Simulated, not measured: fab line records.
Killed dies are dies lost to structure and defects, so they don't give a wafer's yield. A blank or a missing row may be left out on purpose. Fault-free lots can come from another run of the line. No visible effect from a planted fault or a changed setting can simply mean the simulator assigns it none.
Which tool is to blame? -- flow n5 finfet -- 27 wafers from 9 lots sampled at 4 of the route's 1938 steps

## WHAT THE GAUGES SHOWED, per wafer
N5_BEOL_M4_RC_MEAS_101. Usual: DIBL_N 36.3 mV/V, standard deviation 1.2; DIBL_P 36.1 mV/V, standard deviation 1.6; IOFF_N 0.161 nA/um, standard deviation 0.023; IOFF_P 0.209 nA/um, standard deviation 0.027; ION_N 676 uA/um, standard deviation 8.9; ION_P 462 uA/um, standard deviation 5.3; SS_N 71.5 mV/dec, standard deviation 0.51; SS_P 73.2 mV/dec, standard deviation 0.5; VT_N 249.1 mV, standard deviation 2.5; VT_P -249.9 mV, standard deviation 2.8.
lot,measured,on,DIBL_N (mV/V),DIBL_P (mV/V),IOFF_N (nA/um),IOFF_P (nA/um),ION_N (uA/um),ION_P (uA/um),SS_N (mV/dec),SS_P (mV/dec),VT_N (mV),VT_P (mV),flag
L665,day 7 12:20,prober-02,36.5 35.7 34.8,36.8 35.0 33.1,0.164 0.142 0.129,0.203 0.183 0.157,671 672 667,460 457 451,71.8 70.8 71.7,72.7 73.3 73.5,246.1 247.2 250.9,-251.8 -253.2 -255.5,
L667,day 8 12:03,prober-01,36.8 37.7 36.8,35.5 35.8 34.7,0.161 0.174 0.162,0.221 0.220 0.213,675 674 664,463 466 460,71.3 71.2 71.5,73.0 73.1 73.5,250.1 250.3 248.5,-248.8 -249.0 -247.3,
L668,day 8 14:11,prober-02,35.7 34.9 34.4,34.7 33.4 33.8,0.146 0.125 0.125,0.190 0.172 0.180,672 666 667,463 457 464,71.5 70.9 71.1,72.8 72.9 72.9,252.3 252.6 252.0,-249.1 -253.1 -251.7,
L670,day 9 04:35,prober-02,37.6 36.4 37.9,36.7 36.1 37.3,0.184 0.168 0.192,0.262 0.241 0.272,682 686 678,471 468 465,71.5 71.5 71.8,73.2 73.4 73.4,245.7 247.2 248.0,-246.9 -244.0 -243.8,
L672,day 9 19:53,prober-01,34.3 35.1 35.0,34.7 35.5 35.4,0.129 0.140 0.140,0.158 0.175 0.171,664 679 663,450 461 454,71.2 71.3 71.4,73.6 73.3 73.3,252.9 248.6 249.8,-256.2 -252.5 -253.8,
L674,day 9 20:49,prober-01,33.8 35.2 34.6,34.7 36.6 35.9,0.146 0.172 0.155,0.179 0.209 0.190,678 687 675,463 463 458,72.2 71.7 71.3,72.4 73.4 72.8,247.6 244.4 248.9,-253.7 -249.4 -251.1,
L675,day 10 10:28,prober-01,36.6 36.6 36.2,36.6 37.1 36.4,0.164 0.165 0.150,0.206 0.209 0.196,684 687 673,463 465 457,71.7 71.4 70.7,72.9 73.7 73.0,246.6 249.3 248.3,-249.0 -247.0 -250.7,
L679,day 11 15:14,prober-02,36.4 37.0,35.7 36.8,0.165 0.178,0.181 0.193,666 674,457 456,72.0 71.8,73.6 74.2,247.4 249.3,-253.8 -253.1,
L688,day 13 22:22,prober-01,37.1 36.0 35.0,36.4 35.6 34.3,0.166 0.143 0.132,0.217 0.202 0.178,679 674 662,465 463 457,71.8 71.9 71.6,73.3 73.1 73.4,250.1 250.6 251.1,-246.2 -248.4 -248.6,

N5_PASSIVATION_OVL_MEAS_66. Usual: for PASS_OPEN_OVL the level is 0 nm and the standard deviation is 5.7.
lot,measured,on,PASS_OPEN_OVL (nm),flag
L665,day 11 10:32,overlay-01,8 10 10,
L667,day 12 11:53,overlay-01,0 8 -3,
L668,day 12 11:14,overlay-02,1 3 3,
L670,day 12 23:40,overlay-01,-5 -9 -5,
L672,day 13 16:53,overlay-01,-2 5 -7,
L674,day 13 21:09,overlay-02,-3 0 -1,
L675,day 14 18:53,overlay-02,1 7 -10,
L679,day 15 19:01,overlay-01,8 7,
L688,day 17 21:04,overlay-02,0 -7 -3,

## WHAT TOOL EACH LOT RAN ON (gives the tool, then ch and the chambers of the sampled wafers, and finally the start)
lot,N5_BEOL_M0_SAQP_PECVD_97,N5_MIM_TOP_ALD_01
L665,"pecvd-01 ch 0,2, day 5 07:50","ald hk-01 ch 0,3, day 11 10:32 or earlier"
L667,"pecvd-01 ch 1,2, day 6 05:59","ald hk-03 ch 1,2, day 12 11:53 or earlier"
L668,"pecvd-04 ch 0,2, day 6 08:56","ald hk-02 ch 0,3, day 12 11:14 or earlier"
L670,"pecvd-01 ch 0,1,2, day 6 20:56","ald hk-01 ch 0,2, day 12 23:40 or earlier"
L672,"pecvd-04 ch 0,2, day 7 10:35","ald hk-01 ch 0,2,3, day 13 16:53 or earlier"
L674,"pecvd-04 ch 0,1, day 7 16:16","ald hk-01 ch 0,1,3, day 13 21:09 or earlier"
L675,"pecvd-03 ch 0,2, day 7 21:59","ald hk-01 ch 0,2, day 14 18:53 or earlier"
L679,"pecvd-04 ch 0,2, day 9 05:59","ald hk-01 ch 0,1, day 15 19:01 or earlier"
L688,"pecvd-01 ch 1,2, day 11 08:23","ald hk-03 ch 0,1,3, day 17 21:04 or earlier"
- N5_BEOL_M0_SAQP_PECVD_97: deposits SiNx from SiH4/NH3/N2, target thk 23 nm, time 19.9 s.
- N5_MIM_TOP_ALD_01: deposits HfO2, target thk 5.6 nm, pulse time 1 s, purge time 3 s.

## AS READ BY THE TOOLS THEMSELVES (means over the sampled wafers that have a number; for cases with no such wafer, the mark the record gives instead)
N5_BEOL_M0_SAQP_PECVD_97. Usual: heater power w 570 W, standard deviation 73; showerhead plenum p Torr 5.14 Torr, standard deviation 0.083; throttle valve pct 39.7 %, standard deviation 2.4.
lot,tool,heater power w (W),showerhead plenum p Torr (Torr),throttle valve pct (%),flag
L665,pecvd-01,582,5.06,37.3,
L667,pecvd-01,541,5.03,37.1,
L668,pecvd-04,640,5.14,44.5,
L670,pecvd-01,527,5.11,38.4,
L672,pecvd-04,608,5.13,44.5,
L674,pecvd-04,652,5.22,40.7,
L675,pecvd-03,528,5.15,38.6,
L679,pecvd-04,629,5.19,43.0,
L688,pecvd-01,574,5.03,37.2,

N5_MIM_TOP_ALD_01. Usual: precursor pulse height rel at 0.998, with a standard deviation of 0.019.
lot,tool,precursor pulse height rel,flag
L665,ald hk-01,1.012,
L667,ald hk-03,0.994,
L668,ald hk-02,0.999,
L670,ald hk-01,1.005,
L672,ald hk-01,0.999,
L674,ald hk-01,1.007,
L675,ald hk-01,0.992,
L679,ald hk-01,1.021,
L688,ald hk-03,0.988,

## THE ANSWER, worked out from the rows above alone
Rule: lot off if the mean of its wafers having a number is beyond 3 standard deviations from the usual mean. A lot without any number at a reading at which 4 lots or more have one is off too. All remaining lots with rows at the step are treated as sound. After the gauges, taken in route order, come the tools' own readings; for these a lot's mean is taken, as printed above. The first step at which some lot is off is used, and at that step the reading that is off furthest; a lot without a number counts as furthest.
Across all readings shown, no lot is off: no conclusion can be drawn from this.

## WHAT WAS PUT IN BY THE SIMULATOR
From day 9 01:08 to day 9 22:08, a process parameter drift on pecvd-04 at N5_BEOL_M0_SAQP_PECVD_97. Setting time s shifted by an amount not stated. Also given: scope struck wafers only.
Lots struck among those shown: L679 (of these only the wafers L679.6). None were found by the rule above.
